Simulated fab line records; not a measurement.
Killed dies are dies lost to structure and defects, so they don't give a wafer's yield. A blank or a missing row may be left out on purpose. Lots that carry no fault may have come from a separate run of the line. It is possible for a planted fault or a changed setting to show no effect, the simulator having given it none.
fab line records / flow n5-finfet
record: lots: 4 wafers: 11 last-day: 18
route steps=1938 shown BEOL_M0@742 BEOL_M1@751 BEOL_M4@1111 PASSIVATION@1936
lots untouched by any fault: they come from a run of this same line in which no faults occurred
start-h: the number of hours between the record's first day and the start of the first shown wafer of the lot / wait-h: how many hours have passed since the lot's step before this one / " repeats the value in the row above / L1.1+2: a row that stands for several wafers / - no value, or no start given / * or withheld: withheld / < > ~ a bound
route shown NAME@n: a module of which the file shows steps, and the number in the route of the first / usual: mean and standard deviation over wafers with no fault / same: alike in all rows / chamber/n: place in a boat / sites: per-site readings / _std_site: standard deviation across them / _edge_site: inner sites' mean taken away from outer sites' mean / radius-mm: how far each site lies from the wafer's centre / mask NAME#n: copy n / behind: tool/chamber where the wafer was last shaped / hold: why the lot was held/for how many hours/how that ended / device: the transistor (n, p or np) that didn't switch / end of line: at the end of the route, the tests of the same wafers / a step given without rows: its recipe and nothing more / killed: dies that structure and defects cost at the first sort, which is not the same as the wafer's yield / map: the dies of a wafer, with x for killed, . for not killed, _ for no die there
set.NAME: setting as actually run; set.NAME@STEP: the setting as run at that earlier step / model.NAME: the simulator's own value behind a step, which no gauge read
lots seen at some steps along the route; tables by step, rows by wafer
services: from which hour (start-h, from the record's first day; less than 0 if before it) a tool's chamber was out of use, for how many hours, and why
== steps ==
step: N5_BEOL_M0_ANNEAL_119
recipe: temp-c: 225 time-s: 90 ambient: N2
step: N5_BEOL_M0_CMP_120
recipe: stop-on: SiOC t-overpolish-s: 6.9 down-force-psi: 1 platen-rpm: 50 clearing-platen-down-force-psi: 1.5 clearing-platen-rpm: 50 post-cmp-clean: cu-alkaline clearing-platen-pad-velocity-m-s: 0.99484 pad-velocity-m-s: 0.99484
step: N5_BEOL_M0_PRE_CLEAN_131
recipe: gas: NH3/H2 time-s: 15 temp-c: * rf-power-w: 300
step: N5_BEOL_M0_CO_CAP_123
recipe: material: Co target-thk-a: 20 temp-c: 200 precursor: CCTBA/H2 pressure-torr: 30 time-s: 102.1
step: N5_BEOL_M0_PRE_CLEAN_124
recipe: gas: NH3 time-s: 15 temp-c: withheld rf-power-w: 300
step: N5_BEOL_M0_DEP_125
recipe: material: SiCN target-thk-a: 80 temp-c: withheld precursor: 3MS/NH3 pressure-torr: 3 rf-w: 202 time-s: 14
step: N5_BEOL_M1_ILD_DEP_00
recipe: material: SiOC target-thk-a: 790 temp-c: 350 precursor: DEMS/O2 pressure-torr: 5 rf-w: 500 time-s: 15.3
step: N5_BEOL_M1_PECVD_72
recipe: material: SiO2 target-thk-a: 160 temp-c: 400 precursor: TEOS/O2 pressure-torr: 5.5 rf-w: 450 teos-flow-sccm: 53.8 gas: O2 flow-sccm: 3000 time-s: 18
step: N5_BEOL_M1_HM_DEP_02
recipe: material: TiN target-thk-a: 200 temp-c: 25 chamber-pressure-pa: 0.49996
usual: throttle-valve-pct: 30.4/1.2
lot.wafer=L791.4 tool=pvd-sputter-02 chamber=- start-h=229.48 wait-h=0.6 throttle-valve-pct=28.9 model.TiN_of_BEOL_M1_HM_DEP_02.thk-nm=19.6
lot.wafer=L791.5 tool=pvd-sputter-02 chamber=- start-h=229.48 wait-h=0.6 throttle-valve-pct=29.1 model.TiN_of_BEOL_M1_HM_DEP_02.thk-nm=19.8
lot.wafer=L791.6 tool=pvd-sputter-02 chamber=- start-h=229.48 wait-h=0.6 throttle-valve-pct=28.9 model.TiN_of_BEOL_M1_HM_DEP_02.thk-nm=25.4
lot.wafer=L790.3 tool=pvd-sputter-02 chamber=- start-h=232.47 wait-h=0.2 throttle-valve-pct=29.4 model.TiN_of_BEOL_M1_HM_DEP_02.thk-nm=25.4
lot.wafer=L790.5 tool=pvd-sputter-02 chamber=- start-h=232.47 wait-h=0.2 throttle-valve-pct=29.5 model.TiN_of_BEOL_M1_HM_DEP_02.thk-nm=19.6
lot.wafer=L793.1 tool=pvd-sputter-01 chamber=- start-h=258.27 wait-h=0.6 throttle-valve-pct=31.2 model.TiN_of_BEOL_M1_HM_DEP_02.thk-nm=19.8
lot.wafer=L793.5 tool=pvd-sputter-01 chamber=- start-h=258.27 wait-h=0.6 throttle-valve-pct=29.9 model.TiN_of_BEOL_M1_HM_DEP_02.thk-nm=20.2
lot.wafer=L793.6 tool=pvd-sputter-01 chamber=- start-h=258.27 wait-h=0.6 throttle-valve-pct=31.3 model.TiN_of_BEOL_M1_HM_DEP_02.thk-nm=20
lot.wafer=L794.1 tool=pvd-sputter-01 chamber=- start-h=259.47 wait-h=0.2 throttle-valve-pct=31.3 model.TiN_of_BEOL_M1_HM_DEP_02.thk-nm=20
lot.wafer=L794.2 tool=pvd-sputter-01 chamber=- start-h=259.47 wait-h=0.2 throttle-valve-pct=31.4 model.TiN_of_BEOL_M1_HM_DEP_02.thk-nm=20.2
lot.wafer=L794.3 tool=pvd-sputter-01 chamber=- start-h=259.47 wait-h=0.2 throttle-valve-pct=30.2 model.TiN_of_BEOL_M1_HM_DEP_02.thk-nm=20.6
step: N5_BEOL_M1_COAT_61
recipe: resist: SOC temp-c: 250 time-s: 60 spin-rpm: 1500 resist-thk-nm: 60
step: N5_BEOL_M1_COAT_62
recipe: resist: SiARC temp-c: 220 time-s: 60 spin-rpm: 1500 resist-thk-nm: 12
step: N5_BEOL_M1_COAT_73
recipe: resist: underlayer temp-c: 205 time-s: 60 spin-rpm: 1500 resist-thk-nm: 5
step: N5_BEOL_M1_COAT_05
recipe: resist: CAR-EUV spin-rpm: 1500 resist-thk-nm: 30
step: N5_BEOL_M1_EBR_07
recipe: solvent: PGMEA ebr-width-mm: 1.5
step: N5_BEOL_M1_SOFTBAKE_06
recipe: temp-c: 110 time-s: 60 resist: CAR-EUV
step: N5_BEOL_M1_EXPOSE_08
recipe: mask-id: M1 na: 0.33 source-shape: dipole sigma-inner: 0.369 sigma-outer: 0.767 polarization: unpolarized dose-mj: 33
step: N5_BEOL_M1_PEB_09
recipe: peb-temp-c: 100 peb-time-s: 60 resist: CAR-EUV
step: N5_BEOL_M1_DEVELOP_10
recipe: develop-time-s: 30 developer: TMAH resist: CAR-EUV rinse-liquid: surfactant-rinse dry: air-spin dev-temp-c: 23
step: N5_BEOL_M1_DESCUM_16
recipe: chemistry: O2 time-s: 7 source-power-w: 50 bias-power-w: 20 pressure-mtorr: 20 rf-frequency-hz: 2.712e+07 temp-c: 40 resist: CAR-EUV o2-flow-sccm: 225
step: N5_BEOL_M1_ETCH_74
recipe: chemistry: N2/H2 target: underlayer target-depth-a: 65 mask-material: CAR-EUV time-s: 5.2 ion-energy-ev: 200 pressure-mtorr: 30 source-w: 840 bias-w: 150 n2-flow-sccm: 200 h2-flow-sccm: 200 ends: cleared
step: N5_BEOL_M1_ETCH_63
recipe: chemistry: CF4 target: SiARC target-depth-a: 156 mask-material: CAR-EUV time-s: 26 ion-energy-ev: 80 pressure-mtorr: 40 source-w: 545 bias-w: 36 Ar_flow_sccm: 100 cf4-flow-sccm: 100 ends: cleared
step: N5_BEOL_M1_ETCH_64
recipe: chemistry: N2/H2 target: SOC target-depth-a: 750 overetch-a: 150 mask-material: SiARC temp-c: 40 time-s: 112.5 ion-energy-ev: 200 pressure-mtorr: 30 source-w: 840 bias-w: 150 n2-flow-sccm: 200 h2-flow-sccm: 200
step: N5_BEOL_M1_STRIP_65
recipe: chemistry: N2/H2 temp-c: 40 n2-flow-sccm: 200 h2-flow-sccm: 200 rf-frequency-hz: 6e+07
step: N5_BEOL_M1_STRIP_75
recipe: chemistry: N2/H2 temp-c: 40 n2-flow-sccm: 200 h2-flow-sccm: 200 rf-frequency-hz: 6e+07
step: N5_BEOL_M1_STRIP_66
recipe: chemistry: CF4 resist: SiARC power-w: 300 bias-power-w: 75 pressure-mtorr: 50 cf4-flow-sccm: 150 rf-frequency-hz: 6e+07
step: N5_BEOL_M1_HM_OPEN_17
recipe: chemistry: Cl2/BCl3 target-depth-a: 200 overetch-a: 60 target: TiN mask-material: SOC ion-energy-ev: 150 pressure-mtorr: 10 icp-w: 1000 bias-w: 126 Cl2_flow_sccm: 53.25 bcl3-flow-sccm: 21.75 Ar_flow_sccm: 25
usual: chamber-pressure-mTorr: 10.001/0.0087 drypump-motor-current-A: 5.3/0.32 oes-product-au: 0.66/0.091 throttle-valve-pct: 22.28/0.27
lot.wafer=L791.4 tool=rie-metal-01 chamber=1 start-h=230.55 wait-h=0.1 chamber-pressure-mTorr=10.000 drypump-motor-current-A=6.0 oes-product-au=0.57 rf-hours-counter-h=- throttle-valve-pct=22.78 model.etch.depth-nm=19.61
lot.wafer=L791.5 tool=rie-metal-01 chamber=0 start-h=230.55 wait-h=0.1 chamber-pressure-mTorr=10.013 drypump-motor-current-A=5.1 oes-product-au=0.68 rf-hours-counter-h=- throttle-valve-pct=22.20 model.etch.depth-nm=19.73
lot.wafer=L791.6 tool=rie-metal-01 chamber=1 start-h=230.55 wait-h=0.1 chamber-pressure-mTorr=10.005 drypump-motor-current-A=6.0 oes-product-au=0.67 rf-hours-counter-h=- throttle-valve-pct=22.59 model.etch.depth-nm=25.35
lot.wafer=L790.3 tool=rie-metal-02 chamber=0 start-h=233.60 wait-h=0.1 chamber-pressure-mTorr=9.997 drypump-motor-current-A=5.2 oes-product-au=0.87 rf-hours-counter-h=- throttle-valve-pct=21.77 model.etch.depth-nm=25.38
lot.wafer=L790.5 tool=rie-metal-02 chamber=0 start-h=233.60 wait-h=0.1 chamber-pressure-mTorr=10.009 drypump-motor-current-A=5.2 oes-product-au=0.74 rf-hours-counter-h=- throttle-valve-pct=21.95 model.etch.depth-nm=19.66
lot.wafer=L793.1 tool=rie-metal-01 chamber=1 start-h=259.04 wait-h=0.0 chamber-pressure-mTorr=10.006 drypump-motor-current-A=6.0 oes-product-au=0.57 rf-hours-counter-h=94 throttle-valve-pct=22.76 model.etch.depth-nm=19.8
lot.wafer=L793.5 tool=rie-metal-01 chamber=0 start-h=259.04 wait-h=0.0 chamber-pressure-mTorr=10.005 drypump-motor-current-A=5.1 oes-product-au=0.67 rf-hours-counter-h=- throttle-valve-pct=22.18 model.etch.depth-nm=20.1
lot.wafer=L793.6 tool=rie-metal-01 chamber=1 start-h=259.04 wait-h=0.0 chamber-pressure-mTorr=10.014 drypump-motor-current-A=6.0 oes-product-au=0.58 rf-hours-counter-h=- throttle-valve-pct=22.77 model.etch.depth-nm=19.99
lot.wafer=L794.1 tool=rie-metal-02 chamber=0 start-h=260.49 wait-h=0.0 chamber-pressure-mTorr=10.013 drypump-motor-current-A=5.2 oes-product-au=0.75 rf-hours-counter-h=17 throttle-valve-pct=21.96 model.etch.depth-nm=19.96
lot.wafer=L794.2 tool=rie-metal-02 chamber=1 start-h=260.49 wait-h=0.0 chamber-pressure-mTorr=10.011 drypump-motor-current-A=5.2 oes-product-au=0.53 rf-hours-counter-h=122 throttle-valve-pct=22.44 model.etch.depth-nm=20.17
lot.wafer=L794.3 tool=rie-metal-02 chamber=1 start-h=260.49 wait-h=0.0 chamber-pressure-mTorr=10.006 drypump-motor-current-A=5.1 oes-product-au=0.54 rf-hours-counter-h=- throttle-valve-pct=22.41 model.etch.depth-nm=20.59
step: N5_BEOL_M1_STRIP_19
recipe: chemistry: O2 power-w: 400 temp-c: 40 pressure-mtorr: 30 rf-frequency-hz: 6e+07 bias-power-w: 0 overash-fraction: 0.2 o2-flow-sccm: 225
step: N5_BEOL_M1_COAT_67
recipe: resist: SOC temp-c: 250 time-s: 60 spin-rpm: 1500 resist-thk-nm: 60
step: N5_BEOL_M1_COAT_68
recipe: resist: SiARC temp-c: 220 time-s: 60 spin-rpm: 1500 resist-thk-nm: 12
step: N5_BEOL_M1_COAT_76
recipe: resist: underlayer temp-c: 205 time-s: 60 spin-rpm: 1500 resist-thk-nm: 5
step: N5_BEOL_M1_COAT_22
recipe: resist: CAR-EUV spin-rpm: 1500 resist-thk-nm: 30
step: N5_BEOL_M1_EBR_24
recipe: solvent: PGMEA ebr-width-mm: 1.5
step: N5_BEOL_M1_SOFTBAKE_23
recipe: temp-c: 110 time-s: 60 resist: CAR-EUV
step: N5_BEOL_M1_EXPOSE_25
recipe: mask-id: V0 na: 0.33 source-shape: quasar sigma-inner: 0.2 sigma-outer: 0.8 polarization: unpolarized defocus-nm: 5 target-cd-nm: 24 dose-mj: 63
step: N5_BEOL_M1_TRENCH_ETCH_37
recipe: chemistry: C4F6/O2 target-depth-a: 552.07 target: SiOC time-s: 29 ion-energy-ev: 250 pressure-mtorr: 30 source-w: 355 bias-w: 185 Ar_flow_sccm: 300 C4F6_flow_sccm: 10 O2_flow_sccm: 10
usual: chamber-pressure-mTorr: 30.002/0.029 drypump-motor-current-A: 5.8/0.5 oes_f_703_au: 0.82/0.095 oes-product-au: 0.81/0.094 rf-vpp-V: 659/10 showerhead-plenum-p-Torr: 2.85/0.078 throttle-valve-pct: 20.8/0.32
same: time-s: 29
lot.wafer=L791.4 tool=rie-diel-01 chamber=1 start-h=- wait-h=- chamber-pressure-mTorr=30.034 drypump-motor-current-A=5.7 oes_f_703_au=0.90 oes-product-au=0.88 rf-hours-counter-h=51 rf-vpp-V=649 showerhead-plenum-p-Torr=2.99 throttle-valve-pct=20.3 model.TiN_of_BEOL_M1_HM_DEP_02.thk-nm=17.2
lot.wafer=L791.5 tool=rie-diel-01 chamber=3 start-h=- wait-h=- chamber-pressure-mTorr=30.008 drypump-motor-current-A=5.4 oes_f_703_au=0.95 oes-product-au=0.93 rf-hours-counter-h=- rf-vpp-V=680 showerhead-plenum-p-Torr=2.81 throttle-valve-pct=20.5 model.TiN_of_BEOL_M1_HM_DEP_02.thk-nm=17.4
lot.wafer=L791.6 tool=rie-diel-01 chamber=0 start-h=- wait-h=- chamber-pressure-mTorr=30.041 drypump-motor-current-A=6.5 oes_f_703_au=0.80 oes-product-au=0.79 rf-hours-counter-h=- rf-vpp-V=654 showerhead-plenum-p-Torr=2.84 throttle-valve-pct=20.5 model.TiN_of_BEOL_M1_HM_DEP_02.thk-nm=23
lot.wafer=L790.3 tool=rie-diel-03 chamber=3 start-h=- wait-h=- chamber-pressure-mTorr=30.005 drypump-motor-current-A=6.6 oes_f_703_au=0.90 oes-product-au=0.88 rf-hours-counter-h=39 rf-vpp-V=655 showerhead-plenum-p-Torr=2.91 throttle-valve-pct=20.7 model.TiN_of_BEOL_M1_HM_DEP_02.thk-nm=23
lot.wafer=L790.5 tool=rie-diel-03 chamber=2 start-h=- wait-h=- chamber-pressure-mTorr=30.033 drypump-motor-current-A=5.8 oes_f_703_au=0.73 oes-product-au=0.73 rf-hours-counter-h=- rf-vpp-V=655 showerhead-plenum-p-Torr=2.86 throttle-valve-pct=20.8 model.TiN_of_BEOL_M1_HM_DEP_02.thk-nm=17.4
lot.wafer=L793.1 tool=rie-diel-01 chamber=2 start-h=- wait-h=- chamber-pressure-mTorr=29.997 drypump-motor-current-A=5.7 oes_f_703_au=0.80 oes-product-au=0.81 rf-hours-counter-h=68 rf-vpp-V=667 showerhead-plenum-p-Torr=2.88 throttle-valve-pct=20.7 model.TiN_of_BEOL_M1_HM_DEP_02.thk-nm=17.4
lot.wafer=L793.5 tool=rie-diel-01 chamber=0 start-h=- wait-h=- chamber-pressure-mTorr=29.959 drypump-motor-current-A=6.5 oes_f_703_au=0.80 oes-product-au=0.80 rf-hours-counter-h=- rf-vpp-V=653 showerhead-plenum-p-Torr=2.84 throttle-valve-pct=20.5 model.TiN_of_BEOL_M1_HM_DEP_02.thk-nm=17.8
lot.wafer=L793.6 tool=rie-diel-01 chamber=3 start-h=- wait-h=- chamber-pressure-mTorr=29.969 drypump-motor-current-A=5.4 oes_f_703_au=0.92 oes-product-au=0.91 rf-hours-counter-h=- rf-vpp-V=680 showerhead-plenum-p-Torr=2.80 throttle-valve-pct=20.5 model.TiN_of_BEOL_M1_HM_DEP_02.thk-nm=17.6
lot.wafer=L794.1 tool=rie-diel-01 chamber=2 start-h=- wait-h=- chamber-pressure-mTorr=30.042 drypump-motor-current-A=5.7 oes_f_703_au=0.81 oes-product-au=0.82 rf-hours-counter-h=69 rf-vpp-V=667 showerhead-plenum-p-Torr=2.88 throttle-valve-pct=20.8 model.TiN_of_BEOL_M1_HM_DEP_02.thk-nm=17.6
lot.wafer=L794.2 tool=rie-diel-01 chamber=0 start-h=- wait-h=- chamber-pressure-mTorr=29.992 drypump-motor-current-A=6.5 oes_f_703_au=0.79 oes-product-au=0.79 rf-hours-counter-h=131 rf-vpp-V=653 showerhead-plenum-p-Torr=2.84 throttle-valve-pct=20.6 model.TiN_of_BEOL_M1_HM_DEP_02.thk-nm=17.8
lot.wafer=L794.3 tool=rie-diel-01 chamber=3 start-h=- wait-h=- chamber-pressure-mTorr=29.993 drypump-motor-current-A=5.3 oes_f_703_au=0.91 oes-product-au=0.90 rf-hours-counter-h=23 rf-vpp-V=680 showerhead-plenum-p-Torr=2.80 throttle-valve-pct=20.5 model.TiN_of_BEOL_M1_HM_DEP_02.thk-nm=18.2
step: N5_BEOL_M4_RC_MEAS_101
usual: DIBL_N: 37.2/2.1 DIBL_P: 37.3/2.3 IOFF_N: 0.18/0.041 IOFF_P: 0.24/0.042 ION_N: 680/13 ION_P: 466/7.7 SS_N: 71.8/0.68 SS_P: 73.5/0.66 VT_N: 249/3.6 VT_P: -248/3.4
lot.wafer=L791.4 tool=prober-02 chamber=0 start-h=261.56 wait-h=0.5 DIBL_N[mV/V]=36.4 DIBL_P[mV/V]=36.4 IOFF_N[nA/um]=0.15 IOFF_P[nA/um]=0.17 ION_N[uA/um]=666 ION_P[uA/um]=453 SS_N[mV/dec]=71.2 SS_P[mV/dec]=73.0 VT_N[mV]=249 VT_P[mV]=-256
lot.wafer=L791.5 tool=prober-02 chamber=0 start-h=261.56 wait-h=0.5 DIBL_N[mV/V]=36.9 DIBL_P[mV/V]=37.7 IOFF_N[nA/um]=0.15 IOFF_P[nA/um]=0.19 ION_N[uA/um]=664 ION_P[uA/um]=446 SS_N[mV/dec]=71.6 SS_P[mV/dec]=73.6 VT_N[mV]=250 VT_P[mV]=-255
lot.wafer=L791.6 tool=prober-02 chamber=0 start-h=261.56 wait-h=0.5 DIBL_N[mV/V]=36.3 DIBL_P[mV/V]=37.3 IOFF_N[nA/um]=0.15 IOFF_P[nA/um]=0.19 ION_N[uA/um]=667 ION_P[uA/um]=451 SS_N[mV/dec]=71.4 SS_P[mV/dec]=73.2 VT_N[mV]=250 VT_P[mV]=-254
lot.wafer=L790.3 tool=prober-01 chamber=0 start-h=269.23 wait-h=0.3 DIBL_N[mV/V]=40.5 DIBL_P[mV/V]=40.3 IOFF_N[nA/um]=0.23 IOFF_P[nA/um]=0.29 ION_N[uA/um]=693 ION_P[uA/um]=465 SS_N[mV/dec]=72.2 SS_P[mV/dec]=74.2 VT_N[mV]=245 VT_P[mV]=-243
lot.wafer=L790.5 tool=prober-01 chamber=0 start-h=269.23 wait-h=0.3 DIBL_N[mV/V]=39.7 DIBL_P[mV/V]=39.7 IOFF_N[nA/um]=0.21 IOFF_P[nA/um]=0.26 ION_N[uA/um]=678 ION_P[uA/um]=462 SS_N[mV/dec]=72.4 SS_P[mV/dec]=73.8 VT_N[mV]=249 VT_P[mV]=-246
lot.wafer=L793.1 tool=prober-01 chamber=0 start-h=305.27 wait-h=0.0 DIBL_N[mV/V]=37.9 DIBL_P[mV/V]=39.1 IOFF_N[nA/um]=0.20 IOFF_P[nA/um]=0.27 ION_N[uA/um]=687 ION_P[uA/um]=473 SS_N[mV/dec]=72.3 SS_P[mV/dec]=73.9 VT_N[mV]=249 VT_P[mV]=-246
lot.wafer=L793.5 tool=prober-01 chamber=0 start-h=305.27 wait-h=0.0 DIBL_N[mV/V]=36.0 DIBL_P[mV/V]=36.8 IOFF_N[nA/um]=0.16 IOFF_P[nA/um]=0.23 ION_N[uA/um]=673 ION_P[uA/um]=468 SS_N[mV/dec]=71.4 SS_P[mV/dec]=73.3 VT_N[mV]=250 VT_P[mV]=-248
lot.wafer=L793.6 tool=prober-01 chamber=0 start-h=305.27 wait-h=0.0 DIBL_N[mV/V]=35.9 DIBL_P[mV/V]=37.1 IOFF_N[nA/um]=0.16 IOFF_P[nA/um]=0.23 ION_N[uA/um]=677 ION_P[uA/um]=469 SS_N[mV/dec]=70.9 SS_P[mV/dec]=73.5 VT_N[mV]=249 VT_P[mV]=-247
lot.wafer=L794.1 tool=prober-01 chamber=0 start-h=316.30 wait-h=0.0 DIBL_N[mV/V]=37.4 DIBL_P[mV/V]=39.8 IOFF_N[nA/um]=0.20 IOFF_P[nA/um]=0.28 ION_N[uA/um]=684 ION_P[uA/um]=477 SS_N[mV/dec]=72.2 SS_P[mV/dec]=74.0 VT_N[mV]=248 VT_P[mV]=-246
lot.wafer=L794.2 tool=prober-01 chamber=0 start-h=316.30 wait-h=0.0 DIBL_N[mV/V]=37.5 DIBL_P[mV/V]=39.5 IOFF_N[nA/um]=0.21 IOFF_P[nA/um]=0.27 ION_N[uA/um]=694 ION_P[uA/um]=473 SS_N[mV/dec]=72.8 SS_P[mV/dec]=73.7 VT_N[mV]=247 VT_P[mV]=-245
lot.wafer=L794.3 tool=prober-01 chamber=0 start-h=316.30 wait-h=0.0 DIBL_N[mV/V]=37.1 DIBL_P[mV/V]=39.2 IOFF_N[nA/um]=0.20 IOFF_P[nA/um]=0.28 ION_N[uA/um]=698 ION_P[uA/um]=483 SS_N[mV/dec]=72.2 SS_P[mV/dec]=73.8 VT_N[mV]=244 VT_P[mV]=-245
step: N5_PASSIVATION_PROBE_49
usual: defect-limited-yield: 91.0/1.6 killed_at_M0_to_M3: 35/11 killed_at_M4_up: 14/5.3 killed-at-contacts: 13/6.7 killed-at-front-end: 41/12 killed-at-other: 3.9/2.7 killed-dies: 106/19 killed-on-rim: 14/4 killed-open: 70/14 killed-short: 35/8.8 sort_bin_5_function: 5.3/1 sort_bin_6_memory: 3.3/0.81 sort-n-pass: 1073/19 sort-yield-pct: 91.0/1.6
same: gross-dies: 1180 killed-at-back-side: 0 sort_bin_4_leakage[%]: 0 sort_bin_8_speed[%]: 0
lot.wafer=L791.6 tool=prober-02 chamber=- start-h=369.89 wait-h=0.3 defect-limited-yield[%]=90.5 killed_at_M0_to_M3=36 killed_at_M4_up=24 killed-at-contacts=9 killed-at-front-end=41 killed-at-other=2 killed-dies=112 killed-on-rim=19 killed-open=76 killed-short=31 sort_bin_5_function[%]=5.5 sort_bin_6_memory[%]=3.3 sort-n-pass=1068 sort-yield-pct[%]=90.5
killed by level:class
L791.6 BEOL_M0_SAQP:geometric-particle:short=13 BEOL_M4:geometric-particle:open=13 FIN_SAQP:geometric-particle:open=12 MOL_CONTACT_COAG:geometric-particle:open=9 BEOL_M0_SAQP:geometric-particle:open=8 STI_FIN_REVEAL:geometric-particle:open=8 BEOL_M1:geometric-particle:open=6 FIN_SAQP:geometric-particle:short=5
== services ==
tool=rie-diel-01 chamber=3 start-h=216.72 hours=5.4 kind=repair
tool=rie-metal-02 chamber=1 start-h=263.17 hours=- kind=clean
== key ==
first-sign none at tools or gauges
model-effect: step: N5_BEOL_M1_HM_DEP_02 value: TiN_of_BEOL_M1_HM_DEP_02.thk-nm without: 19.8 struck: 25.4
model-effect: step: N5_BEOL_M1_HM_OPEN_17 value: etch.depth-nm without: 19.73 struck: 25.36
model-effect: step: N5_BEOL_M1_TRENCH_ETCH_37 value: TiN_of_BEOL_M1_HM_DEP_02.thk-nm without: 17.4 struck: 23
met-at N5_BEOL_M1_HM_DEP_02
struck-wafers L790.3,L791.6
fault: kind: process-parameter-drift tool: pvd-sputter-02 chamber: - onset-h: 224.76 steps: N5_BEOL_M1_HM_DEP_02 channel: target-thk-a offset: * shape: step end-h: 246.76 scope: struck-wafers-only acts-in: * stated: *
